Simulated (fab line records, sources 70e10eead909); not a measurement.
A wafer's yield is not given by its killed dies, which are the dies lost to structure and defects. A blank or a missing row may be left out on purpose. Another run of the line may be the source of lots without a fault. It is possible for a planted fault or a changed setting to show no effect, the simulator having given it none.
fab line records	flow nand_harc
record lots=11	wafers=33	last_day=33
route steps=1302 shown A_M0@1147 END@1302
lots that met no fault: from a run of the same line without faults
start_h: the number of hours between the record's first day and the start of the first shown wafer of the lot	wait_h: time in hours since the lot's previous step	" the same as in the row above	L1.1+2: a row that stands for several wafers	- value missing, or start not given	* or withheld: withheld	< > ~ a bound
route shown NAME@n: NAME is a module with steps in the file, n the number in the route of the first one	usual: mean/standard deviation taken from wafers without a fault	same: alike in all rows	chamber/n: place in a boat	sites: per-site readings	_std_site: standard deviation of those values	_edge_site: the outer-site mean with the inner-site mean subtracted	radius_mm: for every site, how far away it sits from the centre of the wafer	mask NAME#n: copy n	behind: tool/chamber where the wafer was last shaped	hold: cause of the lot's hold/its duration in hours/its outcome	device: transistor that didn't switch, given as n, p or np	end of line: at the end of the route, the tests of the same wafers	where a step has no rows: the recipe by itself	killed: dies lost to structure and defects at the first sort, not the wafer's yield	map: per-die view of a wafer (x killed, . not killed, _ where there is no die)
set.NAME: the setting that was run; set.NAME@STEP: the one run at that earlier step	model.NAME: the simulator's own value behind a step, which no gauge read
steps of the route over a sample of lots; a table a step, a row a wafer
services: the hour from which a tool's chamber was out of use, counted from the record's first day as start_h (under 0 if before that day), plus the number of hours and why
## steps
# step NHARC_A_M0_CD_MEAS_09
# recipe target_cd_nm=80	landing_energy_ev=500
# usual cd_nm=79.8/0.72
lot.wafer	tool	chamber	start_h	wait_h	cd_nm
L244.1	cd_sem-03	0	521.01	-	77.9
L244.2	"	0	"	"	78.8
L244.4	"	0	"	"	80.3
L245.2	cd_sem-01	0	538.16	-	79.5
L245.4	"	0	"	"	79.5
L245.5	"	0	"	"	79.2
L250.4	cd_sem-02	0	591.59	-	78.9
L250.5	"	0	"	"	79.2
L250.6	"	0	"	"	79.5
L251.2	cd_sem-01	0	608.00	-	80.3
L251.4	"	0	"	"	80.2
L251.5	"	0	"	"	80.6
L253.1	cd_sem-03	0	619.85	-	80.7
L253.2	"	0	"	"	79.7
L253.4	"	0	"	"	80.5
L257.2	cd_sem-02	0	653.98	-	79.5
L257.4	"	0	"	"	80.3
L257.5	"	0	"	"	80.5
L260.2	cd_sem-02	0	698.53	-	78.4
L260.4	"	0	"	"	78.4
L260.6	"	0	"	"	79.7
L261.2	cd_sem-02	0	709.45	-	81.2
L261.3	"	0	"	"	80.9
L261.5	"	0	"	"	80.8
L263.2	cd_sem-03	0	713.13	-	79.1
L263.5	"	0	"	"	78.0
L263.6	"	0	"	"	78.7
L264.3	cd_sem-02	0	731.41	-	79.4
L264.5	"	0	"	"	80.0
L264.6	"	0	"	"	79.6
L265.4	cd_sem-03	0	742.14	-	79.7
L265.5	"	0	"	"	79.9
L265.6	"	0	"	"	79.8
# step NHARC_A_M0_OVL_MEAS_10
# recipe pitch_nm=160
# usual overlay_x_nm=-0.4/0.88	overlay_y_nm=-0.1/0.75
lot.wafer	tool	chamber	start_h	wait_h	overlay_x_nm	overlay_y_nm
L244.1	overlay-01	-	521.10	-	-0.9	0.1
L244.2	"	-	"	"	-0.8	-0.2
L244.4	"	-	"	"	-1.1	0.2
L245.2	overlay-02	-	538.25	-	0.1	-0.7
L245.4	"	-	"	"	-0.2	0.0
L245.5	"	-	"	"	-0.3	-0.8
L250.4	overlay-01	-	591.67	-	-0.3	-0.3
L250.5	"	-	"	"	-0.2	0.6
L250.6	"	-	"	"	-0.5	0.2
L251.2	overlay-02	-	608.09	-	-0.4	-1.4
L251.4	"	-	"	"	-0.8	-2.3
L251.5	"	-	"	"	-1.1	-1.9
L253.1	overlay-02	-	619.94	-	0.3	0.1
L253.2	"	-	"	"	0.1	0.4
L253.4	"	-	"	"	-0.3	0.3
L257.2	overlay-02	-	654.06	-	0.1	1.7
L257.4	"	-	"	"	0.6	1.4
L257.5	"	-	"	"	1.0	1.6
L260.2	overlay-01	-	698.62	-	-1.0	-0.7
L260.4	"	-	"	"	-1.0	-0.6
L260.6	"	-	"	"	-1.0	-0.2
L261.2	overlay-01	-	709.54	-	-0.2	0.3
L261.3	"	-	"	"	-0.8	-0.2
L261.5	"	-	"	"	-0.7	0.2
L263.2	overlay-01	-	713.22	-	-2.1	-0.5
L263.5	"	-	"	"	-1.8	-0.6
L263.6	"	-	"	"	-0.8	-0.9
L264.3	overlay-02	-	731.49	-	-1.6	-1.2
L264.5	"	-	"	"	-1.4	-1.0
L264.6	"	-	"	"	-1.7	-1.3
L265.4	overlay-02	-	742.22	-	-0.9	0.1
L265.5	"	-	"	"	-1.4	-0.5
L265.6	"	-	"	"	-1.6	-0.4
# step NHARC_A_M0_DESCUM_14
# recipe time_s=3	o2_flow_sccm=200	ar_flow_sccm=0	bias_power_w=0	chemistry=O2
# usual drypump_motor_current_A=5.8/0.43	o2_flow_sccm=200.1/0.63	oes_product_au=0.999/0.01	rf_vpp_V=57.6/0.92	showerhead_plenum_p_Torr=1.88/0.07	throttle_valve_pct=11.311/0.0092
lot.wafer	tool	chamber	start_h	wait_h	drypump_motor_current_A	o2_flow_sccm	oes_product_au	rf_hours_counter_h	rf_vpp_V	showerhead_plenum_p_Torr	throttle_valve_pct
L244.2	rie_diel-11	2	521.20	0.1	5.9	199.4	1.005	2.6	57.6	1.80	11.333
L244.1	"	3	"	"	5.4	199.3	1.022	3.9	56.8	1.85	11.338
L244.4	"	0	"	"	6.4	198.5	0.990	4.5	58.3	2.01	11.318
L245.2	rie_diel-11	0	538.35	0.1	6.4	199.9	0.991	5.7	57.2	2.01	11.316
L245.4	"	1	"	"	5.1	200.6	0.983	5.6	56.8	1.83	11.324
L245.5	"	0	"	"	6.5	199.6	0.986	-	59.4	2.01	11.316
L250.4	rie_diel-10	2	591.79	0.1	5.3	199.5	0.995	7.5	56.6	1.92	11.301
L250.6	"	3	"	"	5.7	199.6	1.023	-	57.3	1.96	11.309
L250.5	"	0	"	"	6.2	199.7	1.005	-	56.7	1.89	11.300
L251.4	rie_diel-10	2	608.19	0.1	5.3	201.2	1.008	0.1	56.9	1.92	11.295
L251.2	"	0	"	"	6.3	200.2	1.012	0.0	56.4	1.89	11.315
L251.5	"	3	"	"	5.6	200.5	1.002	-	59.7	1.96	11.323
L253.2	rie_diel-11	0	620.04	0.1	6.4	199.9	1.002	0.0	57.7	2.01	11.308
L253.1	"	1	"	"	5.1	199.9	0.991	0.0	56.2	1.83	11.308
L253.4	"	2	"	"	5.9	199.4	0.998	0.1	56.7	1.80	11.330
L257.4	rie_diel-01	0	654.16	0.1	6.1	199.4	0.993	4.2	59.7	1.93	11.314
L257.2	"	1	"	"	6.3	200.0	0.992	3.9	57.2	1.84	11.322
L257.5	"	0	"	"	6.0	200.1	0.992	-	57.9	1.93	11.311
L260.2	rie_diel-10	0	698.72	0.1	6.2	200.1	1.017	3.1	59.0	1.88	11.310
L260.4	"	3	"	"	5.6	200.9	1.005	3.2	56.3	1.96	11.309
L260.6	"	0	"	"	6.2	200.2	1.004	-	57.7	1.88	11.321
L261.3	rie_diel-11	1	709.64	0.1	5.1	199.9	0.982	3.9	56.8	1.83	11.322
L261.2	"	3	"	"	5.3	200.2	0.990	3.1	59.4	1.84	11.300
L261.5	"	2	"	"	5.9	200.7	1.005	-	55.9	1.80	11.305
L263.2	rie_diel-11	0	713.33	0.1	6.5	200.2	0.986	3.5	56.8	2.01	11.305
L263.6	"	2	"	"	5.8	200.3	1.007	-	57.4	1.80	11.301
L263.5	"	3	"	"	5.3	199.2	0.992	-	57.2	1.84	11.308
L264.3	rie_diel-11	3	731.59	0.1	5.3	201.0	0.988	4.8	55.8	1.84	11.301
L264.5	"	3	"	"	5.4	200.0	0.994	-	58.9	1.84	11.307
L264.6	"	0	"	"	6.5	200.1	0.981	-	59.1	2.01	11.318
L265.4	rie_diel-11	2	742.34	0.1	5.9	201.1	1.003	6.7	56.8	1.80	11.307
L265.5	"	3	"	"	5.3	200.6	1.012	-	57.9	1.84	11.306
L265.6	"	0	"	"	6.4	200.6	0.990	-	58.1	2.01	11.316
# step NHARC_A_M0_CMP_23
# recipe t_overpolish_s=20	target_thk_nm=113.75
# usual motor_current_A=11.8/1	time_to_endpoint_s=28.6/3
lot.wafer	tool	chamber	start_h	wait_h	motor_current_A	time_to_endpoint_s
L244.4	cmp-04	3	523.58	-	9.9	23.0
L244.2	"	0	"	"	11.8	25.0
L244.1	"	1	"	"	11.2	24.7
L245.2	cmp-02	1	540.34	-	12.2	30.0
L245.4	"	2	"	"	11.5	33.1
L245.5	"	1	"	"	11.2	31.8
L250.4	cmp-04	3	593.81	-	11.0	37.3
L250.6	"	1	"	"	10.5	38.0
L250.5	"	2	"	"	12.0	37.9
L251.4	cmp-04	2	610.18	-	12.1	37.4
L251.2	"	0	"	"	12.0	37.1
L251.5	"	3	"	"	10.7	37.3
L253.1	cmp-04	1	622.33	-	10.9	37.1
L253.4	"	2	"	"	12.5	37.7
L253.2	"	3	"	"	10.2	36.9
L257.4	cmp-02	3	656.22	-	13.0	23.5
L257.2	"	0	"	"	12.1	29.8
L257.5	"	3	"	"	13.3	27.7
L260.2	cmp-01	2	700.78	-	11.0	31.7
L260.4	"	3	"	"	11.9	19.9
L260.6	"	1	"	"	11.8	28.8
L261.2	cmp-04	3	711.64	-	10.5	25.8
L261.3	"	2	"	"	12.2	27.5
L261.5	"	0	"	"	12.1	24.7
L263.2	cmp-02	1	715.35	-	11.8	28.7
L263.5	"	0	"	"	13.2	26.9
L263.6	"	1	"	"	11.4	30.5
L264.3	cmp-04	1	733.64	-	10.7	27.1
L264.6	"	0	"	"	12.4	26.7
L264.5	"	1	"	"	10.5	30.7
L265.4	cmp-01	3	744.32	-	11.7	27.0
L265.6	"	3	"	"	11.8	28.8
L265.5	"	0	"	"	12.8	29.4
# step NHARC_A_M0_INSPECT_27
# usual raw_defect_count=554/130
lot.wafer	tool	chamber	start_h	wait_h	raw_defect_count
L244.1	defect_inspect-02	-	524.02	0.0	635
L244.2	"	-	"	"	702
L244.4	"	-	"	"	554
L245.2	defect_inspect-01	-	540.81	0.0	530
L245.4	"	-	"	"	705
L245.5	"	-	"	"	560
L250.4	defect_inspect-01	-	594.23	0.0	3187
L250.5	"	-	"	"	3137
L250.6	"	-	"	"	3082
L251.2	defect_inspect-02	-	610.65	0.0	3235
L251.4	"	-	"	"	3058
L251.5	"	-	"	"	3202
L253.1	defect_inspect-02	-	622.80	0.0	3054
L253.2	"	-	"	"	2976
L253.4	"	-	"	"	2994
L257.2	defect_inspect-01	-	656.66	0.0	569
L257.4	"	-	"	"	610
L257.5	"	-	"	"	508
L260.2	defect_inspect-02	-	701.19	0.0	552
L260.4	"	-	"	"	567
L260.6	"	-	"	"	488
L261.2	defect_inspect-01	-	712.11	0.0	456
L261.3	"	-	"	"	526
L261.5	"	-	"	"	604
L263.2	defect_inspect-01	-	715.79	0.0	605
L263.5	"	-	"	"	385
L263.6	"	-	"	"	632
L264.3	defect_inspect-01	-	734.08	0.0	645
L264.5	"	-	"	"	545
L264.6	"	-	"	"	390
L265.4	defect_inspect-01	-	744.80	0.0	723
L265.5	"	-	"	"	959
L265.6	"	-	"	"	585
# step NHARC_END_SORT_01
# recipe temp_c=25
# usual defect_limited_yield=92.0/2.8	killed_at_array=49/18	killed_at_other=0.7/1.1	killed_at_periphery=4.0/2.6	killed_dies=54/19	killed_open=3.4/1.7	killed_short=2.5/1.7	sort_bin_2_pct=2.8/1.2	sort_bin_3_pct=0.6/0.4	sort_bin_4_pct=4.5/1.5	sort_n_pass=623/19	sort_rim_yield_pct=89/4.8	sort_yield_pct=92.0/2.8
# same gross_dies=677	sort_bin_5_pct[%]=0	sort_bin_6_pct[%]=0	sort_bin_7_pct[%]=0	sort_bin_8_pct[%]=0	sort_rim_n_gross=106.00
lot.wafer	tool	chamber	start_h	wait_h	defect_limited_yield[%]	killed_at_array	killed_at_other	killed_at_periphery	killed_dies	killed_open	killed_short	sort_bin_2_pct[%]	sort_bin_3_pct[%]	sort_bin_4_pct[%]	sort_n_pass	sort_rim_yield_pct[%]	sort_yield_pct[%]
L244.1	prober-02	0	559.38	2.5	94.5	30	1	6	37	2	5	1.9	0.4	3.1	640	89	94.5
L244.2	prober-02	0	560.18	2.8	92.2	49	0	4	53	4	4	2.7	0.6	4.6	624	91	92.2
L244.4	prober-02	0	561.79	3.4	91.7	46	1	9	56	4	2	3.1	0.4	4.7	621	93	91.7
L245.2	prober-01	0	577.58	2.8	92.6	50	0	0	50	1	1	2.8	0.1	4.4	627	92	92.6
L245.4	prober-01	0	579.18	3.4	93.4	44	0	1	45	5	3	2.2	0.4	4.0	632	94	93.4
L245.5	prober-01	0	579.98	3.7	92.5	49	0	2	51	2	1	1.9	0.6	5.0	626	88	92.5
L250.4	prober-02	0	633.08	3.4	0	674	2	1	677	3	3	5.0	89.4	5.6	0	0	0
L250.5	prober-02	0	633.89	3.7	0	671	1	5	677	2	1	3.7	91.3	5.0	0	0	0
L250.6	prober-02	0	634.70	4.0	0	671	1	5	677	4	1	4.3	90.0	5.8	0	0	0
L251.2	prober-02	0	650.39	2.8	0	670	2	5	677	5	3	3.0	91.6	5.5	0	0	0
L251.4	prober-02	0	651.96	3.4	0	671	2	4	677	3	2	3.2	92.2	4.6	0	0	0
L251.5	prober-02	0	652.75	3.7	0	670	0	7	677	6	2	3.7	88.5	7.8	0	0	0
L253.1	prober-02	0	658.71	2.5	0	676	0	1	677	1	3	1.0	95.1	3.8	0	0	0
L253.2	prober-02	0	659.48	2.8	0	672	3	2	677	3	2	2.4	93.9	3.7	0	0	0
L253.4	prober-02	0	661.03	3.3	0	673	2	2	677	6	4	1.6	96.3	2.1	0	0	0
L257.2	prober-01	0	693.28	2.8	90.4	59	1	5	65	3	3	4.1	0.4	5.0	612	85	90.4
L257.4	prober-01	0	694.89	3.4	91.6	53	1	3	57	3	1	2.5	0.7	5.2	620	86	91.6
L257.5	prober-01	0	695.69	3.7	89.2	64	2	7	73	4	1	3.4	0.9	6.5	604	88	89.2
L260.2	prober-01	0	735.81	2.8	88.2	75	0	5	80	5	5	5.0	0.7	6.1	597	86	88.2
L260.4	prober-01	0	737.40	3.4	85.2	93	1	6	100	6	3	6.6	1.5	6.6	577	79	85.2
L260.6	prober-01	0	738.98	4.0	88.6	74	1	2	77	2	4	3.2	0.9	7.2	600	77	88.6
L261.2	prober-01	0	752.71	2.8	90.4	63	0	2	65	2	1	3.2	1.2	5.2	612	84	90.4
L261.3	prober-01	0	753.53	3.1	87.7	76	0	7	83	2	1	3.5	1.3	7.4	594	86	87.7
L261.5	prober-01	0	755.16	3.8	87.9	78	0	4	82	4	0	5.8	0.7	5.6	595	83	87.9
L263.2	prober-01	0	760.54	2.8	93.8	40	2	0	42	2	3	1.9	0.7	3.5	635	88	93.8
L263.5	prober-01	0	762.97	3.7	93.2	46	0	0	46	1	4	3.1	0.4	3.2	631	88	93.2
L263.6	prober-01	0	763.78	4.0	90.4	63	0	2	65	4	2	4.6	0.7	4.3	612	89	90.4
L264.3	prober-02	0	772.32	3.1	91.9	48	4	3	55	3	2	2.5	0.4	5.2	622	91	91.9
L264.5	prober-02	0	773.95	3.8	89.2	65	3	5	73	3	7	3.7	0.7	6.4	604	92	89.2
L264.6	prober-02	0	774.76	4.1	94.2	32	3	4	39	4	1	2.5	0.4	2.8	638	90	94.2
L265.4	prober-02	0	785.10	3.4	90.4	62	0	3	65	3	4	3.8	0.7	5.0	612	86	90.4
L265.5	prober-02	0	785.91	3.7	91.3	57	0	2	59	2	1	3.0	1.3	4.4	618	89	91.3
L265.6	prober-02	0	786.72	4.0	92.8	46	0	3	49	2	4	3.2	0.7	3.2	628	89	92.8
# killed by level:class
L244.1 A_CHANNEL_HOLE_D2:chamber_film_flake=16 A_CHANNEL_HOLE_D1:chamber_film_flake=4 P_BONDPAD:chamber_film_flake=3 A_CONTACT:chamber_film_flake=3 P_GATE:geometric_particle:open=2 A_WL_FILL:geometric_particle:short=2 A_STAIRCASE:chamber_film_flake=2 A_ONON_D2:geometric_particle:short=1
L244.2 A_CHANNEL_HOLE_D2:chamber_film_flake=28 P_BONDPAD:chamber_film_flake=4 A_STAIRCASE:chamber_film_flake=4 A_CONTACT:chamber_film_flake=4 A_WL_FILL:chamber_film_flake=3 A_WL_FILL:geometric_particle:short=2 A_CHANNEL_HOLE_D1:chamber_film_flake=2 A_CHANNEL_FILL_D1:geometric_particle:open=1
L244.4 A_CHANNEL_HOLE_D2:chamber_film_flake=36 P_BONDPAD:chamber_film_flake=9 A_WL_FILL:chamber_film_flake=2 A_CHANNEL_FILL_D1:geometric_particle:short=1 A_ONON_D2:geometric_particle:open=1 A_CHANNEL_FILL_D2:geometric_particle:short=1 A_SLIT:geometric_particle:open=1 A_WL_FILL:geometric_particle:open=1
L245.2 A_SLIT:chamber_film_flake=18 A_CHANNEL_HOLE_D2:chamber_film_flake=9 A_STAIRCASE:chamber_film_flake=9 A_CONTACT:chamber_film_flake=4 A_DECK1_JOINT:chamber_film_flake=2 A_CHANNEL_FILL_D2:chamber_film_flake=2 A_SGD_CUT:chamber_film_flake=2 A_CHANNEL_FILL_D1:geometric_particle:short=1
L245.4 A_SLIT:chamber_film_flake=13 A_CHANNEL_HOLE_D2:chamber_film_flake=10 A_CONTACT:chamber_film_flake=6 A_STAIRCASE:chamber_film_flake=5 A_ONON_D1:geometric_particle:open=2 A_M1:geometric_particle:short=2 P_M0:geometric_particle:open=1 A_ONON_D2:geometric_particle:short=1
L245.5 A_SLIT:chamber_film_flake=20 A_CHANNEL_HOLE_D2:chamber_film_flake=9 A_CONTACT:chamber_film_flake=6 A_STAIRCASE:chamber_film_flake=5 A_DECK1_JOINT:chamber_film_flake=3 A_WL_FILL:chamber_film_flake=2 P_M0:geometric_particle:open=1 A_ONON_D2:geometric_particle:short=1
L250.4 A_M0:area_cmp=596 A_SLIT:chamber_film_flake=31 A_CHANNEL_HOLE_D2:chamber_film_flake=26 A_CHANNEL_HOLE_D1:chamber_film_flake=14 THIN_TSV:chamber_film_flake=2 P_CONTACT:geometric_particle:open=1 A_ONON_D1:geometric_particle:short=1 A_CHANNEL_HOLE_D1:geometric_particle:open=1
L250.5 A_M0:area_cmp=611 A_CHANNEL_HOLE_D1:chamber_film_flake=22 A_SLIT:chamber_film_flake=21 A_CHANNEL_HOLE_D2:chamber_film_flake=12 P_ZERO_WELL:chamber_film_flake=3 A_BONDPAD:chamber_film_flake=2 P_CONTACT:geometric_particle:open=1 A_DECK1_JOINT:geometric_particle:short=1
L250.6 A_M0:area_cmp=594 A_CHANNEL_HOLE_D2:chamber_film_flake=33 A_SLIT:chamber_film_flake=25 A_CHANNEL_HOLE_D1:chamber_film_flake=12 P_M0:geometric_particle:open=2 A_STAIRCASE:chamber_film_flake=2 A_BONDPAD:chamber_film_flake=2 P_M2:geometric_particle:short=1
L251.2 A_M0:area_cmp=617 A_SLIT:chamber_film_flake=19 A_CHANNEL_HOLE_D2:chamber_film_flake=13 A_STAIRCASE:chamber_film_flake=6 A_CHANNEL_HOLE_D1:chamber_film_flake=3 A_CHANNEL_FILL_D2:geometric_particle:open=2 P_ZERO_WELL:chamber_film_flake=2 A_M0:chamber_film_flake=2
L251.4 A_M0:area_cmp=623 A_SLIT:chamber_film_flake=22 A_CHANNEL_HOLE_D2:chamber_film_flake=13 A_CHANNEL_HOLE_D1:chamber_film_flake=2 A_STAIRCASE:chamber_film_flake=2 A_WL_FILL:chamber_film_flake=2 A_M0:chamber_film_flake=2 THIN_TSV:chamber_film_flake=2
L251.5 A_M0:area_cmp=596 A_CHANNEL_HOLE_D2:chamber_film_flake=33 A_SLIT:chamber_film_flake=22 A_CHANNEL_HOLE_D1:chamber_film_flake=4 P_GATE:chamber_film_flake=3 A_STAIRCASE:chamber_film_flake=3 A_DECK1_JOINT:geometric_particle:open=2 A_CHANNEL_FILL_D2:geometric_particle:open=2
L253.1 A_M0:area_cmp=644 A_CHANNEL_HOLE_D1:chamber_film_flake=14 A_CONTACT:chamber_film_flake=4 A_ZERO_WELL:chamber_film_flake=3 A_CHANNEL_HOLE_D2:unspecified=2 A_SGD_CUT:chamber_film_flake=2 A_M0:chamber_film_flake=2 A_CHANNEL_FILL_D1:geometric_particle:short=1
L253.2 A_M0:area_cmp=636 A_CHANNEL_HOLE_D1:chamber_film_flake=13 A_CONTACT:chamber_film_flake=6 A_ZERO_WELL:chamber_film_flake=5 A_CHANNEL_HOLE_D2:unspecified=4 A_STAIRCASE:chamber_film_flake=3 STARTING-WAFER:geometric_particle:open=2 A_M0:chamber_film_flake=2
L253.4 A_M0:area_cmp=649 A_CHANNEL_HOLE_D1:chamber_film_flake=8 A_STAIRCASE:chamber_film_flake=4 A_DECK1_JOINT:geometric_particle:short=3 A_CHANNEL_HOLE_D2:unspecified=2 A_CONTACT:chamber_film_flake=2 P_M0:geometric_particle:open=1 P_M1:geometric_particle:open=1
L257.2 A_CHANNEL_HOLE_D2:chamber_film_flake=23 A_CHANNEL_HOLE_D1:chamber_film_flake=18 A_STAIRCASE:chamber_film_flake=4 A_SLIT:chamber_film_flake=4 P_GATE:chamber_film_flake=3 A_CHANNEL_FILL_D2:geometric_particle:short=2 A_CONTACT:chamber_film_flake=2 A_ONON_D1:geometric_particle:short=1
L257.4 A_CHANNEL_HOLE_D2:chamber_film_flake=25 A_CHANNEL_HOLE_D1:chamber_film_flake=15 A_CONTACT:chamber_film_flake=4 A_STAIRCASE:chamber_film_flake=3 A_CHANNEL_FILL_D2:geometric_particle:open=2 A_WL_FILL:chamber_film_flake=2 P_CONTACT:geometric_particle:open=1 A_DECK1_JOINT:geometric_particle:short=1
L257.5 A_CHANNEL_HOLE_D1:chamber_film_flake=31 A_CHANNEL_HOLE_D2:chamber_film_flake=18 A_STAIRCASE:chamber_film_flake=6 P_GATE:chamber_film_flake=3 P_CONTACT:geometric_particle:open=2 P_ZERO_WELL:chamber_film_flake=2 THIN_TSV:chamber_film_flake=2 A_SLIT:chamber_film_flake=2
L260.2 A_CHANNEL_HOLE_D1:chamber_film_flake=35 A_CHANNEL_HOLE_D2:chamber_film_flake=14 A_SLIT:chamber_film_flake=13 A_ONON_D1:geometric_particle:short=3 P_STI:chamber_film_flake=3 A_CONTACT:chamber_film_flake=3 A_CHANNEL_FILL_D1:geometric_particle:open=2 P_CONTACT:geometric_particle:open=1
L260.4 A_CHANNEL_HOLE_D1:chamber_film_flake=44 A_SLIT:chamber_film_flake=26 A_CHANNEL_HOLE_D2:chamber_film_flake=12 A_CONTACT:chamber_film_flake=4 P_STI:chamber_film_flake=3 P_CONTACT:geometric_particle:open=2 P_M0:geometric_particle:open=1 A_ONON_D1:geometric_particle:open=1
L260.6 A_CHANNEL_HOLE_D1:chamber_film_flake=32 A_SLIT:chamber_film_flake=16 A_CHANNEL_HOLE_D2:chamber_film_flake=9 A_CONTACT:chamber_film_flake=6 A_STAIRCASE:chamber_film_flake=2 A_SOURCE_PLATE:geometric_particle:open=1 A_ONON_D1:geometric_particle:open=1 A_CHANNEL_FILL_D1:geometric_particle:short=1
L261.2 A_CHANNEL_HOLE_D2:chamber_film_flake=22 A_SLIT:chamber_film_flake=16 A_CHANNEL_HOLE_D1:chamber_film_flake=12 A_CONTACT:chamber_film_flake=6 A_BLC:chamber_film_flake=3 P_M0:geometric_particle:open=1 A_CHANNEL_FILL_D2:geometric_particle:open=1 A_WL_FILL:geometric_particle:short=1
L261.3 A_CHANNEL_HOLE_D1:chamber_film_flake=28 A_SLIT:chamber_film_flake=19 A_CHANNEL_HOLE_D2:chamber_film_flake=17 P_ZERO_WELL:chamber_film_flake=3 P_BONDPAD:chamber_film_flake=3 A_CONTACT:chamber_film_flake=3 A_ZERO_WELL:chamber_film_flake=2 A_WL_FILL:chamber_film_flake=2
L261.5 A_CHANNEL_HOLE_D1:chamber_film_flake=33 A_SLIT:chamber_film_flake=18 A_CHANNEL_HOLE_D2:chamber_film_flake=11 A_CONTACT:chamber_film_flake=7 P_ZERO_WELL:chamber_film_flake=3 A_CHANNEL_FILL_D2:chamber_film_flake=2 A_BLC:chamber_film_flake=2 P_M0:geometric_particle:open=1
L263.2 A_SLIT:chamber_film_flake=18 A_CHANNEL_HOLE_D1:chamber_film_flake=5 A_CHANNEL_HOLE_D2:chamber_film_flake=4 A_STAIRCASE:chamber_film_flake=3 A_CONTACT:chamber_film_flake=3 A_WL_FILL:geometric_particle:short=2 A_DECK1_JOINT:chamber_film_flake=2 A_CHANNEL_FILL_D1:geometric_particle:open=1
L263.5 A_SLIT:chamber_film_flake=15 A_CHANNEL_HOLE_D1:chamber_film_flake=11 A_STAIRCASE:chamber_film_flake=6 A_CHANNEL_HOLE_D2:chamber_film_flake=4 A_CONTACT:chamber_film_flake=4 A_CHANNEL_HOLE_D1:geometric_particle:short=1 A_CHANNEL_FILL_D1:geometric_particle:short=1 A_DECK1_JOINT:geometric_particle:short=1
L263.6 A_SLIT:chamber_film_flake=28 A_CHANNEL_HOLE_D1:chamber_film_flake=10 A_CHANNEL_HOLE_D2:chamber_film_flake=8 A_STAIRCASE:chamber_film_flake=7 A_CONTACT:chamber_film_flake=3 A_ONON_D1:geometric_particle:short=2 A_ONON_D1:geometric_particle:open=1 A_WL_FILL:geometric_particle:open=1
L264.3 A_CHANNEL_HOLE_D2:chamber_film_flake=14 A_CHANNEL_HOLE_D1:chamber_film_flake=13 A_SLIT:chamber_film_flake=10 A_CONTACT:chamber_film_flake=4 THIN_TSV:chamber_film_flake=4 P_M0:geometric_particle:open=2 A_STAIRCASE:chamber_film_flake=2 P_CONTACT:geometric_particle:short=1
L264.5 A_CHANNEL_HOLE_D2:chamber_film_flake=25 A_CONTACT:chamber_film_flake=11 A_SLIT:chamber_film_flake=11 A_CHANNEL_HOLE_D1:chamber_film_flake=9 THIN_TSV:chamber_film_flake=3 P_M0:geometric_particle:short=2 A_CHANNEL_FILL_D1:geometric_particle:short=2 A_CHANNEL_FILL_D2:geometric_particle:short=2
L264.6 A_CHANNEL_HOLE_D2:chamber_film_flake=14 A_CHANNEL_HOLE_D1:chamber_film_flake=5 A_SLIT:chamber_film_flake=5 A_CONTACT:chamber_film_flake=5 THIN_TSV:chamber_film_flake=3 P_M0:geometric_particle:open=2 P_M0:geometric_particle:short=1 P_M1:geometric_particle:open=1
L265.4 A_SLIT:chamber_film_flake=29 A_CHANNEL_HOLE_D2:chamber_film_flake=13 A_CONTACT:chamber_film_flake=4 A_CHANNEL_FILL_D1:chamber_film_flake=3 A_CHANNEL_HOLE_D1:chamber_film_flake=2 A_DECK1_JOINT:chamber_film_flake=2 A_SGD_CUT:chamber_film_flake=2 P_M1:geometric_particle:short=1
L265.5 A_SLIT:chamber_film_flake=24 A_CHANNEL_HOLE_D2:chamber_film_flake=17 A_CONTACT:chamber_film_flake=4 A_CHANNEL_FILL_D1:chamber_film_flake=3 P_STI:chamber_film_flake=2 A_DECK1_JOINT:chamber_film_flake=2 A_STAIRCASE:chamber_film_flake=2 A_CHANNEL_FILL_D1:geometric_particle:short=1
L265.6 A_SLIT:chamber_film_flake=18 A_CHANNEL_HOLE_D2:chamber_film_flake=9 A_CONTACT:chamber_film_flake=5 A_DECK1_JOINT:chamber_film_flake=4 A_CHANNEL_FILL_D1:chamber_film_flake=3 A_SGD_CUT:chamber_film_flake=2 P_GATE:geometric_particle:open=1 P_M1:geometric_particle:short=1
## services
tool	chamber	start_h	hours	kind
cmp-04	-	503.00	4.0	pm
rie_diel-10	1	519.88	2.9	repair
cmp-04	-	522.24	0.9	repair
cmp-02	-	526.72	4.0	pm
cmp-04	-	535.98	1.9	repair
cmp-02	-	536.40	1.9	repair
cmp-01	-	540.55	0.8	repair
cmp-02	-	546.22	0.2	repair
cmp-01	-	577.85	4.0	pm
cmp-02	-	579.30	1.3	repair
cmp-04	-	586.88	2.2	repair
cmp-01	-	594.65	2.9	repair
rie_diel-10	-	596.50	9.0	pm
cmp-04	-	601.00	4.0	pm
rie_diel-11	-	609.50	9.0	pm
cmp-02	-	624.72	4.0	pm
cmp-04	-	699.00	4.0	pm
rie_diel-11	-	705.86	1.0	repair
cmp-02	-	709.42	5.3	repair
cmp-02	-	722.72	4.0	pm
rie_diel-10	-	724.83	0.4	repair
cmp-02	-	729.87	0.6	repair
rie_diel-10	0	736.52	7.9	repair
rie_diel-11	-	743.26	0.3	repair
## key
first_sign step=NHARC_A_M0_CMP_23	reading=time_to_endpoint_s	direction=up	sigmas=3	usual=*	struck=*
effect step=NHARC_A_M0_INSPECT_27	reading=raw_defect_count	direction=up	sigmas=19	usual=554	struck=3103
effect step=NHARC_END_SORT_01	reading=sort_bin_3_pct	direction=up	sigmas=99+	usual=0.6	struck=92.0
more_kills_born_at NHARC_A_M0_CMP_23@cmp-04=5566
met_at NHARC_A_M0_CMP_23
struck_lots L250,L251,L253
later_rows_left_out L250.4,L250.5,L250.6,L251.2,L251.4,L251.5,L253.1,L253.2,L253.4
not_acting_at NHARC_A_M0_CD_MEAS_09,NHARC_A_M0_OVL_MEAS_10,NHARC_A_M0_DESCUM_14
onset_between 523.58 593.81
fault kind=process_parameter_drift	tool=cmp-04	chamber=-	onset_h=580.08	steps=NHARC_A_M0_CMP_23	channel=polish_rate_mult	offset=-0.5	shape=step	end_h=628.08
# later_rows_left_out: the simulator's readings of these wafers behind a module that went badly wrong aren't trusted and aren't shown, but for the sort
